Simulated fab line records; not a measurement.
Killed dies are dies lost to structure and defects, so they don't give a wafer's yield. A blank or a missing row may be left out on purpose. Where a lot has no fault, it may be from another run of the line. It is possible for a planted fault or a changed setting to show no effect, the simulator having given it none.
Split-lot experiment || flow n5-finfet || 21 wafers read from 7 lots, route of 1938 steps

ABOUT THE SPLIT
At N5_FIN_SAQP_ETCH_69 (etches SOC in N2/H2, stops on SiNx, target depth 150 nm), the setting target-depth-a was moved away from the recipe's 1500 angstrom on 7 of the 21 wafers read, by -9.0% to +12.0%. The other wafers ran this setting at the recipe's value.

The reading comes from the split's own step.

THE READING
SOC_of_FIN_SAQP_COAT_68.thk-nm (the simulator's own value, which no gauge read), in nm, at N5_FIN_SAQP_ETCH_69 (etches SOC in N2/H2, stops on SiNx, target depth 150 nm). The file gives no usual value for it. The 14 wafers here that ran the recipe average 5.1 nm, standard deviation 1.3 nm.

{"wafer": "L076.2", "tool, chamber at the split": "rie-diel-01, 1", "target-depth-a as run, angstrom": 1500, "against the recipe": "recipe", "SOC_of_FIN_SAQP_COAT_68.thk-nm, nm": 5, "against lot-mates on the recipe": "-"}
{"wafer": "L076.4", "tool, chamber at the split": "rie-diel-01, 2", "target-depth-a as run, angstrom": 1500, "against the recipe": "recipe", "SOC_of_FIN_SAQP_COAT_68.thk-nm, nm": 6.2, "against lot-mates on the recipe": "-"}
{"wafer": "L076.5", "tool, chamber at the split": "rie-diel-01, 1", "target-depth-a as run, angstrom": 1500, "against the recipe": "recipe", "SOC_of_FIN_SAQP_COAT_68.thk-nm, nm": 4.6, "against lot-mates on the recipe": "-"}
{"wafer": "L079.1", "tool, chamber at the split": "rie-diel-02, 1", "target-depth-a as run, angstrom": 1680, "against the recipe": "+12.0%", "SOC_of_FIN_SAQP_COAT_68.thk-nm, nm": 0, "against lot-mates on the recipe": -5.2}
{"wafer": "L079.2", "tool, chamber at the split": "rie-diel-02, 3,2", "target-depth-a as run, angstrom": 1500, "against the recipe": "recipe", "SOC_of_FIN_SAQP_COAT_68.thk-nm, nm": 5.2, "against lot-mates on the recipe": "-"}
{"wafer": "L079.4", "tool, chamber at the split": "rie-diel-02, 3,2", "target-depth-a as run, angstrom": 1500, "against the recipe": "recipe", "SOC_of_FIN_SAQP_COAT_68.thk-nm, nm": 5.2, "against lot-mates on the recipe": "-"}
{"wafer": "L083.3", "tool, chamber at the split": "rie-diel-02, 2", "target-depth-a as run, angstrom": 1500, "against the recipe": "recipe", "SOC_of_FIN_SAQP_COAT_68.thk-nm, nm": 4, "against lot-mates on the recipe": "-"}
{"wafer": "L083.4", "tool, chamber at the split": "rie-diel-02, 0", "target-depth-a as run, angstrom": 1612, "against the recipe": "+7.5%", "SOC_of_FIN_SAQP_COAT_68.thk-nm, nm": 0, "against lot-mates on the recipe": -4.1}
{"wafer": "L083.5", "tool, chamber at the split": "rie-diel-02, 2", "target-depth-a as run, angstrom": 1500, "against the recipe": "recipe", "SOC_of_FIN_SAQP_COAT_68.thk-nm, nm": 4.2, "against lot-mates on the recipe": "-"}
{"wafer": "L088.1", "tool, chamber at the split": "rie-diel-02, 0", "target-depth-a as run, angstrom": 1365, "against the recipe": "-9.0%", "SOC_of_FIN_SAQP_COAT_68.thk-nm, nm": 13.8, "against lot-mates on the recipe": "no lot-mate on the recipe"}
{"wafer": "L088.4", "tool, chamber at the split": "rie-diel-02, 2", "target-depth-a as run, angstrom": 1365, "against the recipe": "-9.0%", "SOC_of_FIN_SAQP_COAT_68.thk-nm, nm": 12.4, "against lot-mates on the recipe": "no lot-mate on the recipe"}
{"wafer": "L088.5", "tool, chamber at the split": "rie-diel-02, 2", "target-depth-a as run, angstrom": 1365, "against the recipe": "-9.0%", "SOC_of_FIN_SAQP_COAT_68.thk-nm, nm": 11.8, "against lot-mates on the recipe": "no lot-mate on the recipe"}
{"wafer": "L089.1", "tool, chamber at the split": "rie-diel-05, 2", "target-depth-a as run, angstrom": 1500, "against the recipe": "recipe", "SOC_of_FIN_SAQP_COAT_68.thk-nm, nm": 6, "against lot-mates on the recipe": "-"}
{"wafer": "L089.2", "tool, chamber at the split": "rie-diel-05, 1", "target-depth-a as run, angstrom": 1416, "against the recipe": "-5.6%", "SOC_of_FIN_SAQP_COAT_68.thk-nm, nm": 10.2, "against lot-mates on the recipe": "+4.8"}
{"wafer": "L089.4", "tool, chamber at the split": "rie-diel-05, 3", "target-depth-a as run, angstrom": 1500, "against the recipe": "recipe", "SOC_of_FIN_SAQP_COAT_68.thk-nm, nm": 4.8, "against lot-mates on the recipe": "-"}
{"wafer": "L090.1", "tool, chamber at the split": "rie-diel-05, 0", "target-depth-a as run, angstrom": 1500, "against the recipe": "recipe", "SOC_of_FIN_SAQP_COAT_68.thk-nm, nm": 7.8, "against lot-mates on the recipe": "-"}
{"wafer": "L090.2", "tool, chamber at the split": "rie-diel-05, 2", "target-depth-a as run, angstrom": 1430, "against the recipe": "-4.7%", "SOC_of_FIN_SAQP_COAT_68.thk-nm, nm": 9.6, "against lot-mates on the recipe": "+2.1"}
{"wafer": "L090.5", "tool, chamber at the split": "rie-diel-05, 0", "target-depth-a as run, angstrom": 1500, "against the recipe": "recipe", "SOC_of_FIN_SAQP_COAT_68.thk-nm, nm": 7.2, "against lot-mates on the recipe": "-"}
{"wafer": "L092.1", "tool, chamber at the split": "rie-diel-02, 1", "target-depth-a as run, angstrom": 1500, "against the recipe": "recipe", "SOC_of_FIN_SAQP_COAT_68.thk-nm, nm": 3.4, "against lot-mates on the recipe": "-"}
{"wafer": "L092.3", "tool, chamber at the split": "rie-diel-02, 2", "target-depth-a as run, angstrom": 1500, "against the recipe": "recipe", "SOC_of_FIN_SAQP_COAT_68.thk-nm, nm": 3.2, "against lot-mates on the recipe": "-"}
{"wafer": "L092.4", "tool, chamber at the split": "rie-diel-02, 0", "target-depth-a as run, angstrom": 1500, "against the recipe": "recipe", "SOC_of_FIN_SAQP_COAT_68.thk-nm, nm": 4, "against lot-mates on the recipe": "-"}
If several chambers appear in one row, that row covers several wafers at once and the file leaves open which wafer was in which chamber.

THE FIT
A straight line over all 21 wafers: SOC_of_FIN_SAQP_COAT_68.thk-nm changes by -0.697 nm for each +1% of target-depth-a; r = -0.92; the points scatter about the line by 1.5 nm.
The same after taking each lot's own level away (the mean of its wafers on the recipe; 18 wafers): -0.518 nm for each +1%; r = -0.95; scatter 0.67 nm.
That fit puts the effect of the largest move of target-depth-a on the reading at 6.2 nm.
Across the lots, their own levels run from 3.53 to 7.50 nm, a range of 3.0 times the standard deviation given above.
So the slope is not independent of the lot-to-lot level: the two fits are not the same.
Check: for one of the wafers moved furthest among these (+12.0%), held out of the fit, the line's prediction against its lot-mates is -7.33 nm. Against them it came out at -5.2 nm.

ADDITIONAL SPLITS CARRIED BY THESE WAFERS
Before the reading, these wafers also passed through other splits. Each is held against what the fit with the lots' levels taken away leaves over:
{"other split on the same wafers": "N5_WELL_APT_EXPOSE_05 dose-mj", "wafers away from the commonest value": 6, "r with SOC_of_FIN_SAQP_COAT_68.thk-nm (lot level and that fit taken away)": -0.01}
{"other split on the same wafers": "N5_WELL_APT_PEB_06 peb-time-s", "wafers away from the commonest value": 9, "r with SOC_of_FIN_SAQP_COAT_68.thk-nm (lot level and that fit taken away)": "+0.07"}

FILE'S OWN FIT
SOC_of_FIN_SAQP_COAT_68.thk-nm changes by -0.513 nm for each +1% of target-depth-a, r = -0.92.
